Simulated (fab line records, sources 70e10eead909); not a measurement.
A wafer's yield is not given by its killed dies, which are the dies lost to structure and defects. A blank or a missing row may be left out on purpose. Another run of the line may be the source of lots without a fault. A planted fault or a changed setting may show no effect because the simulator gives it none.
Matching of chambers | flow nandHarc | 4 sister chambers for NHARC_A_STAIRCASE_DESCUM_186 on rieDiel-07
The step chemistry O2, time 3 s. 4 wafers are shown with their chamber, then 9 later ones without.

== WAFERS, EACH WITH ITS CHAMBER ==
wafer  | chamber | showerheadPlenumPTorr (Torr)
L082.5 | 2       | 1.79
L082.6 | 3       | 1.88
L081.2 | 1       | 1.92
L081.6 | 0       | 1.87

== WAFERS WHOSE CHAMBER IS MISSING ==
wafer  | showerheadPlenumPTorr (Torr)
L084.3 | 1.88
L084.4 | 1.78
L084.6 | 1.78
L089.2 | 1.86
L089.3 | 1.78
L089.4 | 1.91
L091.3 | 1.91
L091.4 | 1.86
L091.5 | 1.87

== EACH ONE'S CHAMBER ==
wafer  | from the rows above     | in truth
L084.3 | can't be placed: 3 or 0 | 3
L084.4 | 2                       | 2
L084.6 | 2                       | 2
L089.2 | can't be placed: 0 or 3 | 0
L089.3 | 2                       | 2
L089.4 | 1                       | 1
L091.3 | 1                       | 1
L091.4 | can't be placed: 0 or 3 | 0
L091.5 | can't be placed: 0 or 3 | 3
5 of 9 placed correctly. Can't be placed from these rows: 4 (the true chamber is among the candidates in 4). Wrongly placed: 0.
How it was worked out, from the rows above alone: a wafer's distance from a chamber is the root of the sum, over the readings, of the square of ((its reading less the chamber's mean) divided by the reading's scatter). The wafer belongs to the nearest chamber; if the next one is less than 2 further off, it can't be placed. Each chamber's mean is taken over the wafers shown for it. The scatter: with one shown wafer a chamber, the root of the mean of the squares of how far each hidden wafer lies from its nearest shown one.
